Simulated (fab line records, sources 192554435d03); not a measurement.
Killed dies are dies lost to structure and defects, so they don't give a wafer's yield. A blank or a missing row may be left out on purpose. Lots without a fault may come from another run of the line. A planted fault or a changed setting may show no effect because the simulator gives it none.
Split-lot experiment | flow n5_finfet | 7 lots, 21 wafers read, on a route of 1938 steps

THE SPLIT
At N5_BEOL_M1_COAT_62 (time 60 s, resist thk 12 nm), the setting spin_rpm was moved away from the recipe's 1500 rpm on 8 of the 21 wafers read, by -8.1% to +10.5%. The other wafers ran this setting at the recipe's value.

FROM THE SPLIT TO THE READING: what the file shows between them, 5 steps
- N5_BEOL_M1_COAT_73: time 60 s, resist thk 5 nm
- N5_BEOL_M1_COAT_05: resist thk 30 nm
- N5_BEOL_M1_DESCUM_16: chemistry O2, time 7 s
- N5_BEOL_M1_ETCH_74: etches underlayer in N2/H2, target depth 6.5 nm, time 5.2 s
- N5_BEOL_M1_ETCH_63: etches SiARC in CF4, target depth 15.6 nm, time 26 s

THE READING
SiARC_of_BEOL_M1_COAT_62.thk_nm (the simulator's own value, which no gauge read), in nm, at N5_BEOL_M1_ETCH_64 (etches SOC in N2/H2, target depth 75 nm, overetch 15 nm, time 112.5 s). The file gives no usual value for it. The 13 wafers here that ran the recipe average 6.8 nm, standard deviation 0.21 nm.

wafer  | tool, chamber at the split | spin_rpm as run, rpm | against the recipe | SiARC_of_BEOL_M1_COAT_62.thk_nm, nm | against lot-mates on the recipe
L077.1 | litho_track-01, 0          | 1655                 | +10.3%             | 6.2                                 | no lot-mate on the recipe
L077.2 | litho_track-01, 0          | 1655                 | +10.3%             | 6.2                                 | no lot-mate on the recipe
L077.6 | litho_track-01, 0          | 1655                 | +10.3%             | 6.2                                 | no lot-mate on the recipe
L081.2 | litho_track-03, 0          | 1500                 | recipe             | 6.8                                 | -
L081.4 | litho_track-03, 0          | 1658                 | +10.5%             | 6                                   | -0.7
L081.5 | litho_track-03, 0          | 1500                 | recipe             | 6.6                                 | -
L083.4 | litho_track-05, 0          | 1500                 | recipe             | 6.8                                 | -
L083.5 | litho_track-05, 0          | 1500                 | recipe             | 6.6                                 | -
L083.6 | litho_track-05, 0          | 1500                 | recipe             | 6.8                                 | -
L084.1 | litho_track-03, 0          | 1585                 | +5.7%              | 6.4                                 | -0.4
L084.4 | litho_track-03, 0          | 1585                 | +5.7%              | 6.4                                 | -0.4
L084.6 | litho_track-03, 0          | 1500                 | recipe             | 6.8                                 | -
L088.1 | litho_track-01, 0          | 1500                 | recipe             | 6.8                                 | -
L088.5 | litho_track-01, 0          | 1500                 | recipe             | 6.8                                 | -
L088.2 | litho_track-01, 0          | 1500                 | recipe             | 7                                   | -
L090.2 | litho_track-05, 0          | 1378                 | -8.1%              | 7.2                                 | +0.8
L090.3 | litho_track-05, 0          | 1500                 | recipe             | 6.4                                 | -
L090.6 | litho_track-05, 0          | 1500                 | recipe             | 6.4                                 | -
L092.1 | litho_track-05, 0          | 1500                 | recipe             | 6.8                                 | -
L092.4 | litho_track-05, 0          | 1399                 | -6.7%              | 7.6                                 | +0.6
L092.5 | litho_track-05, 0          | 1500                 | recipe             | 7.2                                 | -

THE FIT
A straight line over all 21 wafers: SiARC_of_BEOL_M1_COAT_62.thk_nm changes by -0.0653 nm for each +1% of spin_rpm; r = -0.86; the points scatter about the line by 0.2 nm.
The same after taking each lot's own level away (the mean of its wafers on the recipe; 18 wafers): -0.0789 nm for each +1%; r = -0.95; scatter 0.11 nm.
On that fit, the largest move of spin_rpm shifts the reading by 0.83 nm.
The lots' own levels span 6.40 to 7.00 nm, that is 2.9 times the standard deviation above.
So the lot-to-lot level changes the slope: the two fits differ.
Check: with one of the wafers moved furthest among these (+10.5%) left out of the fit, the line predicts -0.883 nm for it against its lot-mates. It came out at -0.7 nm against them.

OTHER SPLITS ON THESE WAFERS
These wafers also went through other splits before the reading. Each is held against what the fit with the lots' levels taken away leaves over:
other split on the same wafers          | wafers away from the commonest value | r with SiARC_of_BEOL_M1_COAT_62.thk_nm (lot level and that fit taken away)
N5_HKMG_FIN_COAT_42 spin_rpm            | 10                                   | -0.08
N5_HKMG_FIN_ETCH_54 source_w            | 6                                    | -0.32
N5_MOL_CONTACT_COAG_ETCH_110 bias_w     | 6                                    | -0.07
N5_MOL_CONTACT_COAG_ETCHBACK_135 time_s | 6                                    | +0.04
N5_BEOL_M0_SAQP_ETCH_84 time_s          | 10                                   | -0.03
N5_BEOL_M0_SAQP_EXPOSE_37 dose_mj       | 3                                    | -0.21
N5_BEOL_M0_SAQP_CUT_ETCH_46 time_s      | 7                                    | -0.04
N5_BEOL_M1_COAT_61 spin_rpm             | 10                                   | -0.29

THE WHOLE CHAIN: every reading that the file lists as answering this split, in the file's order
step               | what it does                                                          | reading                                                                            | change (the file's fit)                | r (the file's)
N5_BEOL_M1_COAT_62 | time 60 s, resist thk 12 nm                                           | SiARC_of_BEOL_M1_COAT_62.thk_nm (the simulator's own value, which no gauge read)   | -0.0688 nm for each +1% of the setting | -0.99
N5_BEOL_M1_ETCH_63 | etches SiARC in CF4, target depth 15.6 nm, time 26 s                  | etch.depth_nm (the simulator's own value, which no gauge read)                     | -0.0598 nm for each +1% of the setting | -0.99
N5_BEOL_M1_ETCH_63 | etches SiARC in CF4, target depth 15.6 nm, time 26 s                  | CAR-EUV_of_BEOL_M1_COAT_05.thk_nm (the simulator's own value, which no gauge read) | +0.0532 nm for each +1% of the setting | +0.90
N5_BEOL_M1_ETCH_64 | etches SOC in N2/H2, target depth 75 nm, overetch 15 nm, time 112.5 s | SiARC_of_BEOL_M1_COAT_62.thk_nm (the simulator's own value, which no gauge read)   | -0.0793 nm for each +1% of the setting | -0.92

THE FILE'S OWN FIT
SiARC_of_BEOL_M1_COAT_62.thk_nm changes by -0.0793 nm for each +1% of spin_rpm, r = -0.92.
